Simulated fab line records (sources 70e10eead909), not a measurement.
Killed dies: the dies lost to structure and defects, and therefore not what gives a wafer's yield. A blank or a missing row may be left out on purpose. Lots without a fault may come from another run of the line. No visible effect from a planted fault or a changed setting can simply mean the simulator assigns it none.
fab line records	flow nandHarc
record: lots: 15	wafers: 45	lastDay: 33
route steps=1302 shown A_CONTACT@1000
lots that met no fault: taken from a fault-free run of the same line
startH: the number of hours between the record's first day and the start of the first shown wafer of the lot	waitH: how many hours have passed since the lot's step before this one	" the same as in the row above	L1.1+2: a single row standing in for several wafers	- no value, or no start was given	* or withheld: withheld	< > ~ a bound
route shown NAME@n: names a module that has steps shown in the file, with the first one's number in the route	usual: average and standard deviation across the fault-free wafers	same: alike in all rows	chamber/n: place in a boat	sites: the reading at each site	_std_site: how widely they spread, as a standard deviation	_edge_site: the outer-site mean with the inner-site mean subtracted	radiusMm: how far each site lies from the wafer's centre	mask NAME#n: copy n	behind: tool/chamber where the wafer was last shaped	hold: the reason the lot was held/the length of the hold in hours/how it ended	device: transistor that didn't switch, given as n, p or np	end of line: the route-end tests of the same wafers	step lacking rows: just its recipe	killed: not the wafer's yield, but the dies lost to structure and defects at the first sort	map: dies across one wafer; x = killed, . = not, _ = none there
set.NAME: the setting that was run; set.NAME@STEP: the one run at that earlier step	model.NAME: the simulator's own value behind a step, which no gauge read
route steps across a sampled set of lots; one table per step, one row per wafer
services: a tool's chamber out of use, with start hour (startH, from the record's first day; less than 0 if before it), hours out, and reason
== steps ==
step: NHARC_A_CONTACT_DESCUM_47
recipe: timeS: 3	o2FlowSccm: 200	arFlowSccm: 0	biasPowerW: 0	chemistry: O2
usual: drypumpMotorCurrentA: 5.8/0.39	oesProductAu: 0.999/0.0074	rfVppV: 57.7/0.85	showerheadPlenumPTorr: 1.92/0.083	throttleValvePct: 11.310/0.0094
lot.wafer	tool	chamber	startH	waitH	drypumpMotorCurrentA	oesProductAu	rfHoursCounterH	rfVppV	showerheadPlenumPTorr	throttleValvePct
L275.2	rieDiel-01	3	484.89	0.1	5.7	0.988	18	58.5	1.84	11.312
L275.1	"	2	"	"	5.9	0.985	19	57.4	1.89	11.302
L275.5	"	0	"	"	6.0	0.993	-	56.9	2.04	11.322
L278.2	rieDiel-07	0	505.20	0.1	5.0	0.997	6	58.9	1.78	11.317
L278.6	"	1	"	"	6.1	1.004	-	57.7	1.89	11.337
L278.5	"	2	"	"	5.5	0.994	-	58.8	1.87	11.310
L277.4	rieDiel-01	1	512.51	0.1	5.9	0.988	22	56.9	2.00	11.295
L277.1	"	3	"	"	5.7	1.006	21	57.9	1.84	11.317
L277.5	"	2	"	"	5.8	0.994	-	58.4	1.89	11.308
L279.1	rieDiel-07	0	523.60	0.1	5.0	1.008	11	56.9	1.77	11.305
L279.3	"	1	"	"	6.0	1.022	11	57.9	1.89	11.304
L279.5	"	0	"	"	5.0	1.009	-	56.6	1.77	11.329
L280.4	rieDiel-07	2	536.95	0.1	5.5	0.992	17	56.9	1.87	11.321
L280.2	"	3	"	"	6.3	0.993	14	58.8	1.98	11.309
L280.5	"	2	"	"	5.5	0.997	-	58.4	1.87	11.301
L281.2	rieDiel-01	0	540.13	0.1	6.0	0.998	26	57.6	2.03	11.301
L281.4	"	2	"	"	5.9	0.997	28	58.3	1.89	11.300
L281.5	"	3	"	"	5.6	1.006	-	58.0	1.83	11.308
L282.2	rieDiel-07	2	562.59	0.1	5.5	1.002	24	58.1	1.87	11.315
L282.3	"	3	"	"	6.3	1.006	21	57.4	1.98	11.318
L282.6	"	2	"	"	5.5	1.005	-	58.2	1.87	11.321
L284.2	rieDiel-01	0	594.00	0.1	6.1	0.991	3	58.3	2.03	11.296
L284.6	"	3	"	"	5.6	1.001	-	57.6	1.83	11.327
L284.4	"	0	"	"	6.0	0.993	-	57.7	2.03	11.321
L286.1	rieDiel-07	2	594.17	0.1	5.5	0.994	34	57.7	1.86	11.298
L286.5	"	3	"	"	6.3	0.987	-	58.7	1.98	11.312
L286.6	"	0	"	"	5.0	1.010	-	58.5	1.77	11.320
L283.3	rieDiel-01	1	594.52	0.1	5.9	0.996	3	59.6	2.00	11.299
L283.2	"	3	"	"	5.7	1.003	3	56.8	1.83	11.320
L283.4	"	1	"	"	5.9	1.006	-	58.8	2.00	11.307
L290.1	rieDiel-05	3	624.81	0.1	6.1	0.997	9	58.5	1.89	11.324
L290.4	"	1	"	"	5.5	0.998	12	56.8	1.88	11.305
L290.6	"	0	"	"	6.4	0.996	-	58.3	2.01	11.308
L289.4	rieDiel-07	0	625.56	0.1	5.0	0.997	44	57.2	1.76	11.326
L289.2	"	1	"	"	6.0	1.001	47	58.4	1.88	11.306
L289.1	"	3	"	"	6.3	1.001	42	57.7	1.98	11.322
L288.4	rieDiel-05	0	626.63	0.1	6.4	0.997	12	58.7	2.01	11.316
L288.1	"	1	"	"	5.5	1.005	13	58.1	1.88	11.298
L288.6	"	3	"	"	6.1	1.024	-	58.7	1.89	11.314
L298.2	rieDiel-01	3	703.03	0.1	5.6	1.004	18	57.4	1.83	11.310
L298.6	"	2	"	"	5.9	1.005	-	58.2	1.88	11.323
L298.5	"	3	"	"	5.7	0.997	-	57.1	1.83	11.313
L297.2	rieDiel-01	1	717.71	0.1	5.9	0.989	21	59.0	1.99	11.313
L297.4	"	0	"	"	6.0	0.992	21	57.9	2.02	11.307
L297.6	"	1	"	"	5.9	0.994	-	58.4	1.99	11.311
step: NHARC_A_CONTACT_ETCH_51
recipe: targetDepthA: 70000	overEtchFrac: 0.3	timeS: 1820	ionEnergyEv: 150	o2FlowSccm: 400	cosFlowSccm: 20	arFlowSccm: 0	rfW: 500	biasW: 300	chemistry: O2/COS
usual: biasW: 300.0/0.87	chamberPressureMTorr: 20.001/0.02	drypumpMotorCurrentA: 5.8/0.39	oesProductAu: 0.999/0.007	rfVppV: 314.3/1.9	showerheadPlenumPTorr: 3.13/0.13	throttleValvePct: 28.330/0.0083
lot.wafer	tool	chamber	startH	waitH	biasW	chamberPressureMTorr	drypumpMotorCurrentA	oesProductAu	rfHoursCounterH	rfVppV	showerheadPlenumPTorr	throttleValvePct
L275.1	rieDiel-01	1	-	-	301.2	20.009	5.9	1.003	18	317.0	3.26	28.317
L275.2	"	2	"	"	300.0	19.989	5.9	0.994	20	313.9	3.08	28.324
L275.5	"	1	"	"	300.3	19.978	5.9	0.996	-	314.4	3.26	28.346
L278.2	rieDiel-07	3	-	-	299.6	20.018	6.3	0.978	5	314.0	3.24	28.335
L278.5	"	0	"	"	300.8	19.993	5.0	1.005	-	310.9	2.91	28.342
L278.6	"	1	"	"	301.3	20.011	6.1	0.997	-	313.2	3.09	28.331
L277.4	rieDiel-01	3	-	-	299.6	20.003	5.6	1.009	22	311.0	3.00	28.319
L277.1	"	0	"	"	300.2	19.981	6.1	0.999	20	317.5	3.31	28.348
L277.5	"	0	"	"	299.9	20.000	6.0	0.994	-	317.1	3.31	28.324
L279.3	rieDiel-07	2	-	-	300.3	19.986	5.5	0.997	9	312.4	3.06	28.333
L279.1	"	3	"	"	302.0	20.002	6.3	0.991	9	314.8	3.23	28.329
L279.5	"	1	"	"	299.3	19.972	6.0	0.998	-	312.4	3.09	28.330
L280.4	rieDiel-07	2	-	-	299.6	20.025	5.5	1.002	17	312.5	3.05	28.314
L280.2	"	3	"	"	299.9	19.985	6.3	1.007	14	316.0	3.23	28.334
L280.5	"	2	"	"	299.3	19.989	5.6	1.006	-	314.0	3.05	28.330
L281.2	rieDiel-01	1	-	-	299.5	19.996	5.9	1.005	28	317.5	3.25	28.326
L281.4	"	2	"	"	300.3	19.983	5.8	0.999	29	314.5	3.08	28.322
L281.5	"	0	"	"	299.3	20.015	6.0	0.996	-	317.1	3.30	28.318
L282.3	rieDiel-07	1	-	-	301.3	19.997	6.1	1.008	26	312.8	3.08	28.320
L282.2	"	2	"	"	299.6	19.990	5.5	1.008	25	312.3	3.05	28.321
L282.6	"	1	"	"	301.1	20.010	6.1	1.001	-	314.9	3.08	28.354
L284.2	rieDiel-01	1	-	-	300.9	20.011	5.9	0.992	4	316.7	3.25	28.331
L284.4	"	3	"	"	300.4	20.005	5.7	0.988	-	312.5	3.00	28.322
L284.6	"	0	"	"	298.6	19.988	6.0	0.996	-	317.2	3.30	28.345
L286.1	rieDiel-07	1	-	-	300.0	20.019	6.1	0.995	36	314.6	3.07	28.335
L286.5	"	2	"	"	300.7	20.049	5.5	0.994	-	313.3	3.05	28.339
L286.6	"	3	"	"	299.1	20.015	6.3	0.981	-	315.3	3.22	28.330
L283.2	rieDiel-01	1	-	-	297.7	19.979	5.9	0.991	5	315.4	3.25	28.345
L283.3	"	0	"	"	300.4	20.032	6.0	0.988	5	317.4	3.30	28.339
L283.4	"	3	"	"	300.6	20.012	5.6	0.999	-	312.5	3.00	28.331
L290.1	rieDiel-05	0	-	-	298.7	20.012	6.4	0.998	11	316.1	3.28	28.331
L290.4	"	2	"	"	300.3	20.036	6.2	0.998	12	311.0	2.99	28.332
L290.6	"	3	"	"	299.3	19.976	6.1	1.003	-	313.9	3.08	28.331
L289.2	rieDiel-07	3	-	-	300.5	19.996	6.3	1.000	43	313.6	3.22	28.335
L289.1	"	1	"	"	299.7	20.016	6.0	1.002	48	314.3	3.07	28.325
L289.4	"	2	"	"	300.5	20.008	5.5	1.005	46	311.2	3.04	28.339
L288.4	rieDiel-05	1	-	-	300.2	19.992	5.5	0.995	14	313.2	3.07	28.329
L288.1	"	3	"	"	299.4	19.991	6.1	0.996	12	313.1	3.08	28.316
L288.6	"	1	"	"	300.1	19.985	5.5	0.995	-	314.4	3.07	28.341
L298.2	rieDiel-01	2	-	-	300.8	20.018	5.9	1.010	16	312.5	3.07	28.328
L298.6	"	0	"	"	300.0	19.981	6.0	0.992	-	316.0	3.29	28.341
L298.5	"	1	"	"	301.0	19.997	5.9	1.010	-	314.7	3.24	28.333
L297.2	rieDiel-01	3	-	-	299.9	19.977	5.6	1.015	22	313.2	2.99	28.328
L297.4	"	1	"	"	299.1	20.005	5.9	1.004	22	315.6	3.24	28.329
L297.6	"	0	"	"	299.9	19.985	6.0	0.998	-	316.3	3.29	28.332
step: NHARC_A_CONTACT_ETCH_119
recipe: sourceW: withheld	pressureMtorr: 20	biasV: 3000	timeS: 190	targetDepthA: 18500	arFlowSccm: withheld	c4f8FlowSccm: withheld	o2FlowSccm: withheld	chemistry: C4F8/O2/Ar
usual: chamberPressureMTorr: 20.003/0.019	oesAirLineAu: 0.999/0.019
lot.wafer	tool	chamber	startH	waitH	chamberPressureMTorr	oesAirLineAu	rfHoursCounterH
L275.2	harCapEtch-03	1	488.12	0.1	19.997	1.007	40
L275.1	"	0	"	"	19.989	1.009	40
L275.5	"	0	"	"	19.992	1.010	-
L278.2	harCapEtch-02	0	508.86	0.1	20.000	0.976	89
L278.5	"	0	"	"	20.017	1.002	-
L278.6	"	1	"	"	20.002	1.049	-
L277.1	harCapEtch-02	0	515.77	0.1	19.985	1.023	91
L277.4	"	1	"	"	20.007	1.011	-
L277.5	"	1	"	"	20.006	1.019	-
L279.1	harCapEtch-01	0	527.44	0.2	20.018	0.981	3
L279.3	"	1	"	"	20.029	1.039	-
L279.5	"	1	"	"	20.007	1.006	-
L280.2	harCapEtch-02	0	540.18	0.1	19.990	0.993	96
L280.4	"	0	"	"	19.985	0.983	-
L280.5	"	1	"	"	19.974	0.977	-
L281.2	harCapEtch-03	1	543.35	0.1	20.007	0.993	52
L281.4	"	0	"	"	19.985	0.979	-
L281.5	"	0	"	"	20.029	1.001	-
L282.2	harCapEtch-02	1	565.89	0.1	20.011	0.999	101
L282.3	"	1	"	"	20.001	0.986	-
L282.6	"	0	"	"	20.030	0.988	-
L286.1	harCapEtch-01	0	597.90	0.2	19.985	0.980	12
L286.6	"	1	"	"	19.994	0.984	-
L286.5	"	0	"	"	19.970	0.986	-
L284.2	harCapEtch-02	1	598.03	0.2	20.028	0.991	104
L284.4	"	0	"	"	19.990	1.014	-
L284.6	"	0	"	"	20.023	1.023	-
L283.2	harCapEtch-03	0	599.13	0.1	20.017	1.001	60
L283.3	"	0	"	"	19.985	1.012	-
L283.4	"	1	"	"	20.019	0.987	-
L290.1	harCapEtch-02	0	628.03	0.1	19.992	1.022	111
L290.4	"	1	"	"	20.017	1.010	-
L290.6	"	0	"	"	20.002	1.001	-
L289.2	harCapEtch-01	1	628.86	0.1	20.030	0.994	20
L289.1	"	0	"	"	20.025	1.022	20
L289.4	"	0	"	"	20.025	0.994	-
L288.1	harCapEtch-03	0	629.97	0.1	20.000	0.997	67
L288.4	"	1	"	"	19.998	0.976	-
L288.6	"	1	"	"	19.997	0.984	-
L298.2	harCapEtch-03	0	706.40	0.1	19.962	1.009	81
L298.5	"	0	"	"	20.016	1.010	-
L298.6	"	1	"	"	19.981	1.010	-
L297.2	harCapEtch-02	1	720.93	0.1	20.040	0.954	130
L297.4	"	1	"	"	19.988	0.966	-
L297.6	"	0	"	"	20.025	1.002	-
step: NHARC_A_CONTACT_ETCH_120
recipe: sourceW: withheld	pressureMtorr: 20	biasV: 3000	timeS: 190	targetDepthA: 18500	arFlowSccm: withheld	c4f8FlowSccm: withheld	o2FlowSccm: withheld	chemistry: C4F8/O2/Ar
usual: chamberPressureMTorr: 20.000/0.019	oesAirLineAu: 1.005/0.02
lot.wafer	tool	chamber	startH	waitH	chamberPressureMTorr	oesAirLineAu	rfHoursCounterH
L275.2	harCapEtch-03	1	488.29	0.1	20.031	0.967	40
L275.1	"	0	"	"	19.992	1.000	40
L275.5	"	0	"	"	20.017	1.011	-
L278.2	harCapEtch-02	0	509.03	0.1	19.977	1.008	89
L278.5	"	0	"	"	19.997	0.972	-
L278.6	"	1	"	"	20.018	0.990	-
L277.1	harCapEtch-02	0	515.94	0.1	20.022	1.020	91
L277.4	"	1	"	"	19.998	0.993	-
L277.5	"	1	"	"	20.038	0.974	-
L279.1	harCapEtch-01	0	527.67	0.2	19.968	1.014	3
L279.3	"	1	"	"	19.968	1.014	-
L279.5	"	1	"	"	20.020	1.002	-
L280.2	harCapEtch-02	0	540.35	0.1	19.968	0.986	97
L280.4	"	0	"	"	19.939	0.985	-
L280.5	"	1	"	"	20.005	1.022	-
L281.2	harCapEtch-03	1	543.53	0.1	20.026	1.003	52
L281.4	"	0	"	"	20.002	1.028	-
L281.5	"	0	"	"	20.022	1.045	-
L282.2	harCapEtch-02	1	566.06	0.1	20.002	1.008	101
L282.3	"	1	"	"	20.014	1.002	-
L282.6	"	0	"	"	19.976	1.011	-
L286.1	harCapEtch-01	0	598.13	0.2	19.972	1.020	12
L286.6	"	1	"	"	20.039	1.017	-
L286.5	"	0	"	"	20.002	1.033	-
L284.2	harCapEtch-02	1	598.25	0.2	19.993	1.010	104
L284.4	"	0	"	"	19.992	1.049	-
L284.6	"	0	"	"	20.003	0.986	-
L283.2	harCapEtch-03	0	599.30	0.1	19.995	0.974	60
L283.3	"	0	"	"	19.981	0.967	-
L283.4	"	1	"	"	19.995	0.997	-
L290.1	harCapEtch-02	0	628.20	0.1	-	-	-
L290.4	"	1	"	"	-	-	-
L290.6	"	0	"	"	-	-	-
L289.2	harCapEtch-01	1	629.03	0.1	-	-	-
L289.1	"	0	"	"	-	-	-
L289.4	"	0	"	"	-	-	-
L288.1	harCapEtch-03	0	630.14	0.1	-	-	-
L288.4	"	1	"	"	-	-	-
L288.6	"	1	"	"	-	-	-
L298.2	harCapEtch-03	0	706.57	0.1	20.005	0.979	81
L298.5	"	0	"	"	19.984	0.970	-
L298.6	"	1	"	"	20.026	0.976	-
L297.2	harCapEtch-02	1	721.10	0.1	20.005	1.008	130
L297.4	"	1	"	"	20.024	1.013	-
L297.6	"	0	"	"	19.974	1.018	-
== services ==
tool	chamber	startH	hours	kind
rieDiel-01	0	463.32	-	clean
rieDiel-01	1	463.32	-	clean
rieDiel-01	2	463.32	-	clean
rieDiel-01	3	463.32	-	clean
rieDiel-07	-	472.66	9.0	pm
rieDiel-01	0	487.82	-	clean
rieDiel-01	1	487.82	-	clean
rieDiel-01	2	487.82	-	clean
rieDiel-01	3	487.82	-	clean
harCapEtch-01	-	497.00	17.0	pm
rieDiel-05	1	511.35	3.4	repair
rieDiel-01	0	512.32	-	clean
rieDiel-01	1	512.32	-	clean
rieDiel-01	2	512.32	-	clean
rieDiel-01	2	532.67	6.3	repair
rieDiel-01	-	558.32	9.0	pm
rieDiel-05	-	586.10	9.0	pm
rieDiel-01	-	619.30	36.6	repair
harCapEtch-01	-	648.89	25.2	repair
rieDiel-07	-	649.66	9.0	pm
rieDiel-05	3	662.16	5.9	repair
rieDiel-07	3	662.54	3.8	repair
rieDiel-05	3	670.92	15.3	repair
rieDiel-07	2	710.79	8.1	repair
== key ==
firstSign: step: NHARC_A_CONTACT_ETCH_120	reading: toolRecord	direction: missing
effect none on later readings
metAt NHARC_A_CONTACT_ETCH_120
struckLots L288,L289,L290
laterRowsLeftOut L288.1,L288.4,L288.6,L289.1,L289.2,L289.4,L290.1,L290.4,L290.6
sortLeftOut L288.1,L288.4,L288.6,L289.1,L289.2,L289.4,L290.1,L290.4,L290.6
testerLeftOut L288,L289,L290
notActingAt NHARC_A_CONTACT_DESCUM_47,NHARC_A_CONTACT_ETCH_51,NHARC_A_CONTACT_ETCH_119
onsetBetween 599.30 628.20
fault: kind: skippedStepWhole	tool: harCapEtch-01,harCapEtch-02,harCapEtch-03	chamber: -	onsetH: 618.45	steps: NHARC_A_CONTACT_ETCH_120	scope: struckLotsOnly
testerLeftOut: of these lots the tester's yield and bins aren't shown, on N5 and GAA mostly nor the transistor test; their killed dies are dies lost to structure and defects alone, not to doping, threshold or leakage, so they don't give the yield
sortLeftOut: the simulated sort isn't trusted on such a fault, so these wafers' sort isn't shown, and their yield isn't known
laterRowsLeftOut: the simulator's readings of these wafers behind a module that went badly wrong aren't trusted and aren't shown, but for the sort
